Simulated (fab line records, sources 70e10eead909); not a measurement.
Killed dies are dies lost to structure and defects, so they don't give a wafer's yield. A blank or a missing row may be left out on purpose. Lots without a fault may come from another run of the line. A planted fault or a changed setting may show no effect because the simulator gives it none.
A struck lot beside a sound one | flow nand_harc | 45 steps out of a route of 1159
Sound: wafers L573.1, L573.2, L573.3. Struck: wafer L583.1. The cause comes at the end.
At each step with rows: each side's tool, then ch and its chambers, then its first start. Under that, the readings that differ: sound wafers | struck wafers | difference of the means | sigmas: that difference in standard deviations of wafers without a fault.
alike: readings whose means differ by less than 2 such deviations, and words and numbers that are the same on both sides. not compared: withheld readings, readings that some wafer has no value for, bounds like >300 that may hide the same value, and numbers for which the record gives no deviation and whose values overlap.
The two part at a step that has a row with sigmas, a row that says differs or no value, or rows on one side only. Numbers that don't overlap but have no deviation are shown without sigmas and don't part them. A reading that every wafer of one side lacks parts them only if that side has two wafers or more.

first, 6 steps without rows for these wafers: NHARC_P_GATE_COAT_40; NHARC_P_GATE_SOFTBAKE_41 (time 95 s); NHARC_P_GATE_EBR_42; NHARC_P_GATE_EXPOSE_43 (exposes mask P NSD, target cd 720 nm); NHARC_P_GATE_PEB_44 (peb time 85 s); NHARC_P_GATE_DEVELOP_45 (time 70 s).
NHARC_P_GATE_CD_MEAS_46: target cd 720 nm.
  sound on cd_sem-03 ch 0, day 5 09:30; struck on cd_sem-01 ch 0, day 7 18:59
  alike: cd_nm
then, 3 steps without rows for these wafers: NHARC_P_GATE_HARDBAKE_47 (time 80 s); NHARC_P_GATE_DESCUM_48 (chemistry O2, time 3 s); NHARC_P_GATE_IMPLANT_49.
NHARC_P_GATE_STRIP_111: strips in N2/H2, time 250 s.
  sound on plasma_asher-02 ch 0,1, day 5 10:03; struck on plasma_asher-01 ch 0, day 7 19:34
  reading                     | sound       | struck | difference | sigmas
  drypump_motor_current_A (A) | 5.8 6.2 5.8 | 4.9    | -1.0       | -2
  alike: heater_power_w
  not compared: rf_hours_counter_h
then, 1 step without rows for these wafers: NHARC_P_GATE_STRIP_75 (strips in O2).
NHARC_P_GATE_STRIP_50: strips in SPM, time 900 s.
  sound on wet_bench-06 ch 0,4,5, day 5 10:31; struck on wet_bench-06 ch 5, day 7 19:59
then, 8 steps without rows for these wafers: NHARC_P_GATE_DEHYDRATE_51 (time 120 s); NHARC_P_GATE_HMDS_52 (time 30 s); NHARC_P_GATE_COAT_53; NHARC_P_GATE_SOFTBAKE_54 (time 95 s); NHARC_P_GATE_EBR_55; NHARC_P_GATE_EXPOSE_56 (exposes mask P PSD, target cd 720 nm); NHARC_P_GATE_PEB_57 (peb time 85 s); NHARC_P_GATE_DEVELOP_58 (time 70 s).
NHARC_P_GATE_CD_MEAS_59: target cd 720 nm.
  sound on cd_sem-01 ch 0, day 5 11:17; struck on cd_sem-02 ch 0, day 7 20:46
  reading    | sound             | struck | difference | sigmas
  cd_nm (nm) | 724.8 722.0 721.8 | 715.4  | -7.5       | -3
then, 4 steps without rows for these wafers: NHARC_P_GATE_HARDBAKE_60 (time 80 s); NHARC_P_GATE_DESCUM_61 (chemistry O2, time 3 s); NHARC_P_GATE_IMPLANT_62; NHARC_P_GATE_STRIP_112 (strips in N2/H2, time 200 s).
NHARC_P_GATE_STRIP_76: strips in O2.
  sound on plasma_asher-02 ch 0,1, day 5 12:14; struck on plasma_asher-01 ch 1, day 7 21:38
  alike: drypump_motor_current_A, heater_power_w
  not compared: rf_hours_counter_h
then, 9 steps without rows for these wafers: NHARC_P_GATE_STRIP_63 (strips in SPM, time 900 s); NHARC_P_GATE_DEHYDRATE_83 (time 120 s); NHARC_P_GATE_HMDS_84 (time 30 s); NHARC_P_GATE_COAT_85; NHARC_P_GATE_SOFTBAKE_86 (time 95 s); NHARC_P_GATE_EBR_87; NHARC_P_GATE_EXPOSE_88 (exposes mask P HVN, target cd 2000 nm); NHARC_P_GATE_PEB_89 (peb time 85 s); NHARC_P_GATE_DEVELOP_90 (time 70 s).
NHARC_P_GATE_CD_MEAS_91: target cd 2000 nm.
  sound on cd_sem-01 ch 0, day 5 13:02; struck on cd_sem-03 ch 0, day 7 22:34
  alike: cd_nm
then, 1 step without rows for these wafers: NHARC_P_GATE_HARDBAKE_92 (time 80 s).
NHARC_P_GATE_DESCUM_93: chemistry O2, time 3 s.
  sound on rie_diel-13 ch 0,1,3, day 5 13:14; struck on rie_diel-03 ch 3, day 7 22:44
  reading                | sound | struck | difference | sigmas
  rf_hours_counter_h (h) | 0 0 0 | 22     | +22        |
  alike: drypump_motor_current_A, oes_product_au, rf_vpp_V, showerhead_plenum_p_Torr, throttle_valve_pct
then, 1 step without rows for these wafers: NHARC_P_GATE_IMPLANT_94.
NHARC_P_GATE_STRIP_113: strips in N2/H2, time 740 s.
  sound on plasma_asher-02 ch 0,1, day 5 13:35; struck on plasma_asher-01 ch 0, day 7 23:17
  reading                     | sound       | struck | difference | sigmas
  drypump_motor_current_A (A) | 6.2 5.9 6.2 | 4.9    | -1.2       | -3
  alike: heater_power_w
  not compared: rf_hours_counter_h
NHARC_P_GATE_STRIP_95: strips in O2.
  sound on plasma_asher-02 ch 0,1, day 5 14:18; struck on plasma_asher-01 ch 0, day 7 23:59
  reading                     | sound       | struck | difference | sigmas
  drypump_motor_current_A (A) | 6.2 5.9 6.2 | 4.9    | -1.2       | -3
  alike: heater_power_w
  not compared: rf_hours_counter_h
NHARC_P_GATE_INSPECT_68:
  sound on defect_inspect-01, day 5 16:07; struck on defect_inspect-01, day 8 02:16
  reading          | sound       | struck | difference | sigmas
  raw_defect_count | 139 176 344 | 619    | +399       | +7
  not compared: hold
NHARC_P_CONTACT_DEP_30: deposits SiNx, target thk 30 nm.
  sound on pecvd-04 ch 0,1,2, day 5 16:11; struck on pecvd-01 ch 2, day 8 04:46
  reading               | sound    | struck                   | difference                   | sigmas
  hold                  | - - -    | await_dispo/2.4h/release | no value on the sound wafers |
  since_wet_clean_h (h) | 85 85 85 | 104                      | +19                          |
  alike: heater_power_w
-- the record jumps here: 16 days lie between the struck wafers' starts before and after (it left off in module P_CONTACT and takes up again in module END, whose first step shown is number 1159 of the route) --
NHARC_END_SORT_01:
  the record has rows for the struck wafers here (prober-01 ch 0, day 24 06:12) and none for the sound ones

WHERE THEY PART
First at NHARC_P_GATE_STRIP_111; last, within this record, at NHARC_END_SORT_01.

WHY: what the simulator had put in
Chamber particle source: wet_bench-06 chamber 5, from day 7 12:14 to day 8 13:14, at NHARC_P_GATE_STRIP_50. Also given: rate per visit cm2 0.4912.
